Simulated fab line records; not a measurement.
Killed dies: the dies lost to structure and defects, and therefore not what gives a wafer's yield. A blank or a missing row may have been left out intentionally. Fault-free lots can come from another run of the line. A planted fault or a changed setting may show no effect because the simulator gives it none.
fab line records	flow n5Finfet
[record] lots = 24	wafers = 72	lastDay = 19
route steps=1938 shown BEOL_M12@1650 BEOL_M13@1696 BEOL_M14@1726
lots that met no fault: taken from a fault-free run of the same line
startH: the number of hours between the record's first day and the start of the first shown wafer of the lot	waitH: how many hours have passed since the lot's step before this one	" the same as in the row above	L1.1+2: a row that stands for several wafers	- no value present, or no start provided	* or withheld: withheld	< > ~ a bound
route shown NAME@n: names a module that has steps shown in the file, with the first one's number in the route	usual: mean and standard deviation over wafers with no fault	same: alike in all rows	chamber/n: place in a boat	sites: readings site by site	_std_site: how widely they spread, as a standard deviation	_edge_site: the outer-site mean with the inner-site mean subtracted	radiusMm: for every site, how far away it sits from the centre of the wafer	mask NAME#n: copy n	behind: the most recent tool/chamber to have shaped the wafer	hold: why the lot was held/for how many hours/how that ended	device: the transistor (n, p or np) that didn't switch	end of line: tests run on the same wafers once the route is complete	a step with no rows: only its recipe	killed: dies lost to structure and defects at the first sort, not the wafer's yield	map: the dies of a wafer, with x for killed, . for not killed, _ for no die there
set.NAME: setting as actually run; set.NAME@STEP: the setting as run at that earlier step	model.NAME: the simulator's own value behind a step, which no gauge read
the route's steps for a sample of lots (tables are steps, rows are wafers)
services: when a tool's chamber went out of use (startH, in hours from the record's first day, below 0 if earlier), for how many hours, and the reason
[[steps]]
[step N5_BEOL_M12_SPUTTER_45]
[recipe] material = Cu	targetThkA = 800	tempC = -20	biasV = 60	powerW = 26000	chamberPressurePa = 0.13	timeS = 13.33
[usual] chuckSensorTempC = -16.3/0.43	throttleValvePct = 30.1/0.94
lot.wafer	tool	chamber	startH	waitH	chuckSensorTempC	throttleValvePct
L074.3	pvdSputter-02	-	268.99	0.0	-16.6	30.6
L074.5	"	-	"	"	-16.3	29.8
L074.6	"	-	"	"	-15.9	29.7
L075.2	pvdSputter-02	-	277.78	0.0	-16.0	31.5
L075.3	"	-	"	"	-16.6	30.6
L075.5	"	-	"	"	-15.9	29.6
L076.1	pvdSputter-02	-	280.40	0.0	-16.2	29.8
L076.2	"	-	"	"	-15.9	31.2
L076.6	"	-	"	"	-15.9	31.0
L077.1	pvdSputter-01	-	284.46	0.0	-16.1	30.0
L077.2	"	-	"	"	-16.3	28.8
L077.6	"	-	"	"	-16.0	30.0
L078.1	pvdSputter-01	-	297.57	0.0	-16.1	30.2
L078.3	"	-	"	"	-16.7	32.0
L078.4	"	-	"	"	-16.2	28.9
L080.3	pvdSputter-01	-	300.99	0.0	-17.1	29.6
L080.5	"	-	"	"	-16.5	31.7
L080.6	"	-	"	"	-16.0	30.1
L079.1	pvdSputter-02	-	305.76	0.0	-16.6	30.5
L079.3	"	-	"	"	-16.0	31.1
L079.6	"	-	"	"	-15.7	29.6
L081.1	pvdSputter-01	-	309.34	0.0	-17.2	29.2
L081.2	"	-	"	"	-16.6	31.8
L081.5	"	-	"	"	-17.0	29.7
L082.1	pvdSputter-03	-	316.79	0.0	-15.7	30.2
L082.2	"	-	"	"	-15.9	28.4
L082.6	"	-	"	"	-16.2	28.5
L083.1	pvdSputter-02	-	317.23	0.0	-16.5	30.4
L083.2	"	-	"	"	-16.3	29.7
L083.3	"	-	"	"	-15.9	31.0
L084.1	pvdSputter-02	-	325.31	0.0	-16.0	29.8
L084.5	"	-	"	"	-16.5	29.9
L084.6	"	-	"	"	-15.9	29.5
L087.2	pvdSputter-03	-	334.14	0.0	-15.9	30.7
L087.5	"	-	"	"	-16.1	31.1
L087.6	"	-	"	"	-16.0	28.5
L085.1	pvdSputter-01	-	342.67	0.0	-17.2	29.4
L085.3	"	-	"	"	-16.6	31.8
L085.6	"	-	"	"	-17.3	29.4
L086.1	pvdSputter-02	-	347.91	0.0	-16.2	29.9
L086.3	"	-	"	"	-15.9	31.3
L086.5	"	-	"	"	-16.5	29.5
L089.1	pvdSputter-01	-	353.69	0.0	-16.6	31.8
L089.3	"	-	"	"	-16.1	30.1
L089.6	"	-	"	"	-16.2	28.8
L091.1	pvdSputter-01	-	358.69	0.0	-16.1	29.2
L091.4	"	-	"	"	-16.6	32.0
L091.6	"	-	"	"	-15.9	30.0
L088.3	pvdSputter-01	-	359.85	0.0	-16.2	30.1
L088.5	"	-	"	"	-16.6	32.2
L088.6	"	-	"	"	-15.9	30.1
L092.2	pvdSputter-02	-	366.48	0.0	-16.3	29.8
L092.3	"	-	"	"	-16.0	31.3
L092.6	"	-	"	"	-16.3	29.5
L090.1	pvdSputter-01	-	375.11	0.0	-16.2	28.4
L090.3	"	-	"	"	-16.1	30.1
L090.5	"	-	"	"	-16.1	28.9
L093.1	pvdSputter-02	-	391.73	0.0	-16.1	31.3
L093.3	"	-	"	"	-16.2	29.7
L093.5	"	-	"	"	-16.7	30.5
L095.1	pvdSputter-01	-	395.25	0.0	-16.3	28.9
L095.4	"	-	"	"	-16.0	29.9
L095.6	"	-	"	"	-16.2	28.7
L094.1	pvdSputter-02	-	404.24	0.0	-16.4	29.8
L094.2	"	-	"	"	-16.0	31.2
L094.5	"	-	"	"	-16.9	30.7
L097.1	pvdSputter-01	-	418.86	0.0	-17.4	29.2
L097.3	"	-	"	"	-16.3	29.0
L097.6	"	-	"	"	-16.4	28.9
L096.1	pvdSputter-03	-	420.14	0.0	-15.6	30.1
L096.3	"	-	"	"	-15.9	30.9
L096.4	"	-	"	"	-15.4	30.0
[step N5_BEOL_M12_INSPECT_55]
[recipe] inspectInstrument = darkfield	mode = postDep
[usual] rawDefectCount = 72/26
lot.wafer	tool	chamber	startH	waitH	rawDefectCount
L074.3	defectInspect-02	-	270.02	0.0	108
L074.5	"	-	"	"	69
L074.6	"	-	"	"	90
L075.2	defectInspect-02	-	278.86	0.0	66
L075.3	"	-	"	"	55
L075.5	"	-	"	"	101
L076.1	defectInspect-02	-	281.42	0.0	63
L076.2	"	-	"	"	53
L076.6	"	-	"	"	98
L077.1	defectInspect-02	-	285.48	0.0	74
L077.2	"	-	"	"	50
L077.6	"	-	"	"	75
L078.1	defectInspect-02	-	300.36	0.0	47
L078.3	"	-	"	"	90
L078.4	"	-	"	"	56
L080.3	defectInspect-02	-	302.35	0.0	44
L080.5	"	-	"	"	49
L080.6	"	-	"	"	60
L079.1	defectInspect-02	-	306.93	0.0	94
L079.3	"	-	"	"	52
L079.6	"	-	"	"	90
L081.1	defectInspect-02	-	310.35	0.0	34
L081.2	"	-	"	"	67
L081.5	"	-	"	"	75
L082.1	defectInspect-02	-	317.81	0.0	112
L082.2	"	-	"	"	69
L082.6	"	-	"	"	104
L083.1	defectInspect-01	-	318.47	0.0	71
L083.2	"	-	"	"	55
L083.3	"	-	"	"	64
L084.1	defectInspect-02	-	326.31	0.0	68
L084.5	"	-	"	"	96
L084.6	"	-	"	"	116
L087.2	defectInspect-02	-	335.15	0.0	80
L087.5	"	-	"	"	90
L087.6	"	-	"	"	57
L085.1	defectInspect-02	-	343.68	0.0	60
L085.3	"	-	"	"	57
L085.6	"	-	"	"	43
L086.1	defectInspect-02	-	348.92	0.0	51
L086.3	"	-	"	"	21
L086.5	"	-	"	"	67
L089.1	defectInspect-01	-	354.70	0.0	46
L089.3	"	-	"	"	46
L089.6	"	-	"	"	64
L091.1	defectInspect-01	-	359.79	0.0	64
L091.4	"	-	"	"	65
L091.6	"	-	"	"	51
L088.3	defectInspect-02	-	360.86	0.0	62
L088.5	"	-	"	"	48
L088.6	"	-	"	"	47
L092.2	defectInspect-02	-	368.12	0.0	83
L092.3	"	-	"	"	80
L092.6	"	-	"	"	86
L090.1	defectInspect-01	-	376.78	0.0	124
L090.3	"	-	"	"	57
L090.5	"	-	"	"	45
L093.1	defectInspect-02	-	393.16	0.0	74
L093.3	"	-	"	"	93
L093.5	"	-	"	"	51
L095.1	defectInspect-02	-	396.79	0.0	99
L095.4	"	-	"	"	184
L095.6	"	-	"	"	89
L094.1	defectInspect-01	-	406.44	0.0	108
L094.2	"	-	"	"	49
L094.5	"	-	"	"	66
L097.1	defectInspect-02	-	419.88	0.0	78
L097.3	"	-	"	"	79
L097.6	"	-	"	"	86
L096.1	defectInspect-01	-	421.15	0.0	54
L096.3	"	-	"	"	54
L096.4	"	-	"	"	36
[step N5_BEOL_M13_TRENCH_ETCH_34]
[recipe] chemistry = C4F8/O2/Ar	target = SiOC	targetDepthA = 4134.7	maskMaterial = SOC	pressureMtorr = 30	sourceW = 3000	biasW = 700	Ar_flow_sccm = 400	C4F8_flow_sccm = 15	O2_flow_sccm = 8	heInnerTorr = 15	heOuterTorr = 30	timeS = 162.6	ionEnergyEv = 250
[usual] drypumpMotorCurrentA = 5.7/0.61	heOuterTorr = 30.00/0.065	oesProductAu = 0.74/0.068	rfVppV = 665.2/2.9	showerheadPlenumPTorr = 3.42/0.1	throttleValvePct = 24.37/0.27
lot.wafer	tool	chamber	startH	waitH	drypumpMotorCurrentA	heOuterTorr	oesProductAu	rfHoursCounterH	rfVppV	showerheadPlenumPTorr	throttleValvePct
L074.3	rieDiel-04	3	272.16	0.0	5.9	30.10	0.72	197	663.8	3.40	24.42
L074.5	"	3	"	"	5.9	30.06	0.72	-	666.3	3.40	24.43
L074.6	"	2	"	"	5.2	30.05	0.90	-	664.9	3.37	24.12
L075.2	rieDiel-03	1	281.00	0.0	6.1	29.96	0.71	224	666.7	3.51	24.37
L075.3	"	0	"	"	5.0	30.10	0.70	186	663.8	3.42	24.67
L075.5	"	3	"	"	6.4	29.99	0.82	-	662.4	3.32	24.14
L076.1	rieDiel-04	1	283.76	0.0	6.1	30.08	0.76	150	662.6	3.27	24.55
L076.2	"	0	"	"	5.9	29.91	0.68	243	668.4	3.53	24.17
L076.6	"	0	"	"	5.9	30.10	0.68	-	666.7	3.53	24.18
L077.1	rieDiel-04	0	287.79	0.0	5.9	30.04	0.68	244	669.5	3.53	24.19
L077.2	"	2	"	"	5.2	30.06	0.89	27	664.5	3.37	24.12
L077.6	"	0	"	"	5.9	30.04	0.68	-	668.5	3.53	24.18
L078.1	rieDiel-01	1	302.77	0.0	6.2	29.93	0.68	227	660.4	3.25	24.44
L078.3	"	2	"	"	5.7	29.97	0.72	203	668.5	3.54	24.51
L078.4	"	0	"	"	6.2	30.04	0.88	36	664.9	3.35	23.75
L080.3	rieDiel-03	0	304.47	0.0	5.0	29.95	0.69	193	665.4	3.42	24.68
L080.5	"	3	"	"	6.4	30.06	0.81	-	662.1	3.31	24.15
L080.6	"	0	"	"	5.0	29.99	0.69	-	664.6	3.42	24.67
L079.1	rieDiel-03	3	308.98	0.0	6.4	30.10	0.80	103	663.5	3.31	24.15
L079.3	"	0	"	"	5.0	29.76	0.69	195	663.9	3.42	24.67
L079.6	"	3	"	"	6.4	29.93	0.80	-	662.8	3.31	24.15
L081.1	rieDiel-01	3	312.62	0.0	6.2	29.98	0.71	209	670.0	3.53	24.02
L081.2	"	1	"	"	6.2	29.94	0.68	230	659.3	3.25	24.43
L081.5	"	2	"	"	5.7	30.01	0.72	-	668.3	3.53	24.52
L082.1	rieDiel-01	3	320.23	0.0	6.2	30.09	0.72	211	667.7	3.52	24.00
L082.2	"	2	"	"	5.7	30.02	0.71	209	668.2	3.53	24.49
L082.6	"	0	"	"	6.2	29.93	0.86	-	663.5	3.34	23.76
L083.1	rieDiel-03	3	320.59	0.0	6.4	29.97	0.79	107	661.6	3.31	24.13
L083.2	"	1	"	"	6.1	29.97	0.70	232	667.7	3.50	24.37
L083.3	"	0	"	"	5.0	30.03	0.68	199	665.2	3.41	24.66
L084.1	rieDiel-03	0	328.24	0.0	5.0	30.06	0.68	202	665.1	3.41	24.68
L084.5	"	3	"	"	6.3	30.10	0.79	-	663.2	3.31	24.16
L084.6	"	0	"	"	5.0	29.95	0.70	-	664.0	3.41	24.65
L087.2	rieDiel-03	3	337.45	0.0	6.4	30.00	0.79	113	661.6	3.31	24.16
L087.5	"	3	"	"	6.4	30.02	0.79	-	662.2	3.31	24.17
L087.6	"	2	"	"	4.7	30.00	0.72	-	668.9	3.53	24.67
L085.1	rieDiel-03	3	345.74	0.0	6.4	30.04	0.78	116	661.6	3.30	24.16
L085.3	"	2	"	"	4.7	29.99	0.71	199	668.6	3.53	24.66
L085.6	"	1	"	"	6.1	30.04	0.68	-	668.6	3.50	24.36
L086.1	rieDiel-01	2	351.16	0.0	5.7	30.05	0.71	219	665.8	3.53	24.52
L086.3	"	0	"	"	6.1	29.98	0.85	51	664.0	3.34	23.78
L086.5	"	3	"	"	6.2	30.04	0.71	-	667.5	3.52	24.02
L089.1	rieDiel-01	3	356.76	0.0	6.2	29.96	0.71	222	667.6	3.52	24.04
L089.3	"	0	"	"	6.2	30.05	0.85	52	662.6	3.34	23.76
L089.6	"	1	"	"	6.3	30.04	0.67	-	660.2	3.24	24.46
L091.1	rieDiel-03	2	361.89	0.0	4.7	29.94	0.71	203	668.2	3.53	24.66
L091.4	"	3	"	"	6.4	30.04	0.79	121	663.3	3.30	24.17
L091.6	"	1	"	"	6.1	29.89	0.69	-	666.8	3.50	24.40
L088.3	rieDiel-03	0	362.79	0.0	5.0	30.07	0.69	209	665.4	3.41	24.69
L088.5	"	2	"	"	4.7	29.96	0.71	-	667.6	3.53	24.68
L088.6	"	1	"	"	6.1	30.05	0.69	-	667.2	3.50	24.41
L092.2	rieDiel-03	2	370.18	0.0	4.7	29.99	0.71	206	668.0	3.52	24.67
L092.3	"	3	"	"	6.4	30.02	0.77	123	662.2	3.30	24.17
L092.6	"	3	"	"	6.4	30.02	0.77	-	661.8	3.30	24.18
L090.1	rieDiel-01	3	379.59	0.0	6.2	30.07	0.71	230	668.8	3.51	24.03
L090.3	"	1	"	"	6.3	30.06	0.66	252	660.7	3.24	24.48
L090.5	"	2	"	"	5.7	29.96	0.70	-	668.7	3.52	24.53
L093.1	rieDiel-01	2	395.53	0.0	5.7	29.97	0.70	234	666.5	3.52	24.55
L093.3	"	3	"	"	6.2	29.88	0.70	234	667.7	3.51	24.05
L093.5	"	0	"	"	6.2	30.05	0.83	-	664.8	3.33	23.80
L095.1	rieDiel-03	3	399.06	0.0	6.4	29.96	0.78	134	661.9	3.29	24.20
L095.4	"	1	"	"	6.1	30.03	1.00	1	666.7	3.49	24.08
L095.6	"	3	"	"	6.4	29.94	0.77	-	661.1	3.29	24.20
L094.1	rieDiel-04	3	408.83	0.0	6.0	30.01	0.70	240	665.5	3.38	24.48
L094.2	"	2	"	"	5.2	29.99	0.82	66	662.9	3.35	24.18
L094.5	"	1	"	"	6.1	30.10	0.73	-	661.2	3.26	24.58
L097.1	rieDiel-03	2	421.93	0.0	4.7	30.02	0.70	224	669.0	3.51	24.71
L097.3	"	0	"	"	5.0	29.92	0.67	229	665.7	3.40	24.72
L097.6	"	3	"	"	6.4	29.97	0.76	-	662.7	3.29	24.19
L096.1	rieDiel-03	0	423.10	0.0	5.0	29.99	0.67	229	664.5	3.40	24.72
L096.3	"	3	"	"	6.4	30.07	0.76	143	661.5	3.29	24.19
L096.4	"	1	"	"	6.1	29.92	0.94	8	667.2	3.49	24.08
[step N5_BEOL_M13_SPUTTER_43]
[recipe] material = TaN	targetThkA = 150	tempC = 50	biasV = 168.6	powerW = 15000	chamberPressurePa = 0.12	timeS = 24.19
[usual] throttleValvePct = 30.1/0.87
lot.wafer	tool	chamber	startH	waitH	throttleValvePct
L074.3	pvdSputter-01	-	277.16	0.0	28.7
L074.5	"	-	"	"	28.9
L074.6	"	-	"	"	29.8
L075.2	pvdSputter-03	-	286.93	0.0	30.0
L075.3	"	-	"	"	30.0
L075.5	"	-	"	"	30.1
L076.1	pvdSputter-03	-	287.79	0.0	30.2
L076.2	"	-	"	"	28.4
L076.6	"	-	"	"	30.2
L077.1	pvdSputter-03	-	291.49	0.0	30.3
L077.2	"	-	"	"	29.9
L077.6	"	-	"	"	30.3
L078.1	pvdSputter-02	-	304.36	0.0	29.7
L078.3	"	-	"	"	29.4
L078.4	"	-	"	"	30.4
L080.3	pvdSputter-03	-	305.83	0.0	30.8
L080.5	"	-	"	"	30.2
L080.6	"	-	"	"	29.7
L079.1	pvdSputter-02	-	310.16	0.0	29.6
L079.3	"	-	"	"	31.2
L079.6	"	-	"	"	31.0
L081.1	pvdSputter-03	-	313.93	0.0	29.9
L081.2	"	-	"	"	30.1
L081.5	"	-	"	"	30.9
L082.1	pvdSputter-01	-	323.14	0.0	28.7
L082.2	"	-	"	"	31.9
L082.6	"	-	"	"	30.0
L083.1	pvdSputter-02	-	325.51	0.0	29.5
L083.2	"	-	"	"	31.1
L083.3	"	-	"	"	30.9
L084.1	pvdSputter-01	-	330.87	0.0	31.8
L084.5	"	-	"	"	28.9
L084.6	"	-	"	"	30.3
L087.2	pvdSputter-02	-	338.93	0.0	29.8
L087.5	"	-	"	"	31.3
L087.6	"	-	"	"	30.6
L085.1	pvdSputter-02	-	346.53	0.0	29.6
L085.3	"	-	"	"	31.1
L085.6	"	-	"	"	29.4
L086.1	pvdSputter-02	-	354.17	0.0	29.5
L086.3	"	-	"	"	29.8
L086.5	"	-	"	"	30.4
L089.1	pvdSputter-03	-	360.96	0.0	30.0
L089.3	"	-	"	"	30.7
L089.6	"	-	"	"	30.9
L091.1	pvdSputter-02	-	365.60	0.0	31.2
L091.4	"	-	"	"	30.5
L091.6	"	-	"	"	29.6
L088.3	pvdSputter-03	-	366.01	0.0	30.0
L088.5	"	-	"	"	30.8
L088.6	"	-	"	"	29.6
L092.2	pvdSputter-01	-	374.15	0.0	30.0
L092.3	"	-	"	"	28.7
L092.6	"	-	"	"	28.6
L090.1	pvdSputter-02	-	380.24	0.0	30.6
L090.3	"	-	"	"	29.6
L090.5	"	-	"	"	29.7
L093.1	pvdSputter-02	-	398.27	0.0	30.2
L093.3	"	-	"	"	29.9
L093.5	"	-	"	"	29.9
L095.1	pvdSputter-03	-	403.10	0.0	31.1
L095.4	"	-	"	"	28.5
L095.6	"	-	"	"	28.6
L094.1	pvdSputter-01	-	411.08	0.0	31.9
L094.2	"	-	"	"	29.8
L094.5	"	-	"	"	29.5
L097.1	pvdSputter-03	-	422.98	0.0	28.5
L097.3	"	-	"	"	30.2
L097.6	"	-	"	"	30.2
L096.1	pvdSputter-02	-	424.33	0.0	31.6
L096.3	"	-	"	"	30.5
L096.4	"	-	"	"	29.7
[step N5_BEOL_M13_ANNEAL_48]
[recipe] tempC = 225	timeS = 90	ambient = N2
[usual] wafer_temp_C_max = 226.20/0.27
lot.wafer	tool	chamber	startH	waitH	wafer_temp_C_max
L074.3	rtpAnneal-02	0	277.80	0.2	225.74
L074.5	"	0	"	"	226.16
L074.6	"	0	"	"	225.56
L075.2	rtpAnneal-01	0	287.42	0.2	226.50
L075.3	"	0	"	"	226.47
L075.5	"	0	"	"	226.26
L076.1	rtpAnneal-01	0	288.23	0.1	225.84
L076.2	"	0	"	"	226.51
L076.6	"	0	"	"	226.21
L077.1	rtpAnneal-01	0	291.93	0.1	226.30
L077.2	"	0	"	"	226.19
L077.6	"	0	"	"	226.22
L078.1	rtpAnneal-02	0	304.80	0.1	226.44
L078.3	"	0	"	"	226.05
L078.4	"	0	"	"	226.33
L080.3	rtpAnneal-02	0	306.70	0.5	226.31
L080.5	"	0	"	"	226.02
L080.6	"	0	"	"	226.41
L079.1	rtpAnneal-02	0	310.63	0.2	226.82
L079.3	"	0	"	"	225.99
L079.6	"	0	"	"	226.09
L081.1	rtpAnneal-02	0	314.37	0.1	225.84
L081.2	"	0	"	"	226.07
L081.5	"	0	"	"	225.92
L082.1	rtpAnneal-01	0	323.58	0.1	225.84
L082.2	"	0	"	"	226.19
L082.6	"	0	"	"	226.75
L083.1	rtpAnneal-02	0	326.74	0.9	225.90
L083.2	"	0	"	"	226.59
L083.3	"	0	"	"	226.06
L084.1	rtpAnneal-01	0	331.35	0.2	225.92
L084.5	"	0	"	"	226.30
L084.6	"	0	"	"	226.45
L087.2	rtpAnneal-02	0	339.59	0.3	226.09
L087.5	"	0	"	"	225.92
L087.6	"	0	"	"	226.04
L085.1	rtpAnneal-01	0	346.97	0.1	226.04
L085.3	"	0	"	"	226.09
L085.6	"	0	"	"	226.13
L086.1	rtpAnneal-02	0	354.61	0.1	226.42
L086.3	"	0	"	"	226.10
L086.5	"	0	"	"	226.28
L089.1	rtpAnneal-02	0	361.41	0.1	226.02
L089.3	"	0	"	"	226.14
L089.6	"	0	"	"	226.63
L091.1	rtpAnneal-02	0	366.12	0.2	226.36
L091.4	"	0	"	"	226.33
L091.6	"	0	"	"	226.42
L088.3	rtpAnneal-02	0	367.02	0.6	226.11
L088.5	"	0	"	"	226.69
L088.6	"	0	"	"	225.90
L092.2	rtpAnneal-02	0	374.64	0.2	226.12
L092.3	"	0	"	"	226.47
L092.6	"	0	"	"	226.69
L090.1	rtpAnneal-01	0	380.76	0.2	226.82
L090.3	"	0	"	"	226.51
L090.5	"	0	"	"	226.55
L093.1	rtpAnneal-01	0	398.75	0.2	226.00
L093.3	"	0	"	"	226.22
L093.5	"	0	"	"	226.17
L095.1	rtpAnneal-01	0	403.54	0.1	226.09
L095.4	"	0	"	"	225.86
L095.6	"	0	"	"	226.27
L094.1	rtpAnneal-02	0	411.52	0.1	226.02
L094.2	"	0	"	"	226.14
L094.5	"	0	"	"	226.48
L097.1	rtpAnneal-02	0	423.42	0.1	226.39
L097.3	"	0	"	"	226.48
L097.6	"	0	"	"	226.54
L096.1	rtpAnneal-01	0	425.14	0.5	225.71
L096.3	"	0	"	"	225.78
L096.4	"	0	"	"	226.44
[step N5_BEOL_M14_CD_MEAS_10]
[recipe] targetCdNm = 250	landingEnergyEv = 500	detector = seInlens	polarity = opening
[usual] cdNm = 249.8/1.6
lot.wafer	tool	chamber	startH	waitH	cdNm
L074.3	cdSem-03	0	278.99	-	248.8
L074.5	"	0	"	"	250.8
L074.6	"	0	"	"	249.9
L075.2	cdSem-03	0	288.79	-	250.5
L075.3	"	0	"	"	252.6
L075.5	"	0	"	"	249.2
L076.1	cdSem-01	0	289.64	-	249.5
L076.2	"	0	"	"	246.8
L076.6	"	0	"	"	248.1
L077.1	cdSem-01	0	293.34	-	250.3
L077.2	"	0	"	"	249.3
L077.6	"	0	"	"	247.8
L078.1	cdSem-01	0	306.20	-	250.8
L078.3	"	0	"	"	249.2
L078.4	"	0	"	"	250.2
L080.3	cdSem-01	0	308.03	-	246.5
L080.5	"	0	"	"	251.7
L080.6	"	0	"	"	248.5
L079.1	cdSem-01	0	312.04	-	249.2
L079.3	"	0	"	"	250.1
L079.6	"	0	"	"	250.6
L081.1	cdSem-03	0	315.78	-	249.6
L081.2	"	0	"	"	248.6
L081.5	"	0	"	"	250.3
L082.1	cdSem-03	0	324.99	-	246.1
L082.2	"	0	"	"	248.8
L082.6	"	0	"	"	248.8
L083.1	cdSem-03	0	328.04	-	251.9
L083.2	"	0	"	"	249.0
L083.3	"	0	"	"	249.9
L084.1	cdSem-01	0	332.65	-	250.7
L084.5	"	0	"	"	247.8
L084.6	"	0	"	"	251.5
L087.2	cdSem-02	0	340.82	-	248.2
L087.5	"	0	"	"	249.3
L087.6	"	0	"	"	248.6
L085.1	cdSem-02	0	348.25	-	246.5
L085.3	"	0	"	"	248.1
L085.6	"	0	"	"	247.0
L086.1	cdSem-02	0	355.89	-	250.7
L086.3	"	0	"	"	249.9
L086.5	"	0	"	"	250.1
L089.1	cdSem-03	0	362.69	-	251.7
L089.3	"	0	"	"	246.2
L089.6	"	0	"	"	250.4
L091.1	cdSem-03	0	367.41	-	249.9
L091.4	"	0	"	"	251.5
L091.6	"	0	"	"	248.4
L088.3	cdSem-03	0	368.34	-	250.7
L088.5	"	0	"	"	251.1
L088.6	"	0	"	"	251.7
L092.2	cdSem-03	0	375.88	-	251.8
L092.3	"	0	"	"	251.5
L092.6	"	0	"	"	249.2
L090.1	cdSem-01	0	382.27	-	249.9
L090.3	"	0	"	"	252.0
L090.5	"	0	"	"	251.6
L093.1	cdSem-02	0	400.15	-	248.1
L093.3	"	0	"	"	248.7
L093.5	"	0	"	"	248.5
L095.1	cdSem-03	0	404.82	-	251.4
L095.4	"	0	"	"	249.0
L095.6	"	0	"	"	247.9
L094.1	cdSem-03	0	412.81	-	251.3
L094.2	"	0	"	"	251.0
L094.5	"	0	"	"	252.4
L097.1	cdSem-01	0	424.83	-	252.8
L097.3	"	0	"	"	248.8
L097.6	"	0	"	"	252.2
L096.1	cdSem-02	0	426.58	-	248.4
L096.3	"	0	"	"	250.6
L096.4	"	0	"	"	249.7
[[services]]
tool	chamber	startH	hours	kind
rieDiel-01	3	288.09	4.2	repair
rieDiel-04	0	309.05	-	clean
rieDiel-04	0	309.05	-	consumableReplace:focusRing
rieDiel-04	1	360.52	12.7	repair
rieDiel-01	0	369.92	15.6	repair
rieDiel-03	1	379.36	-	clean
rieDiel-03	1	379.36	-	consumableReplace:focusRing
rieDiel-03	1	379.36	18.0	scheduledDown
rieDiel-03	1	379.36	18.0	ventCycle
rieDiel-01	1	385.57	-	clean
rieDiel-01	1	385.57	-	consumableReplace:focusRing
rieDiel-01	1	385.57	-	consumableReplace:showerhead
rieDiel-01	1	385.57	23.5	scheduledDown
rieDiel-01	1	385.57	23.5	ventCycle
rieDiel-01	3	388.99	2.6	repair
pvdSputter-02	-	398.94	1.0	repair
rieDiel-01	2	401.92	6.6	repair
rieDiel-01	3	404.40	2.4	repair
rieDiel-01	1	411.12	6.8	repair
rieDiel-04	2	415.57	6.4	repair
[[key]]
fault none
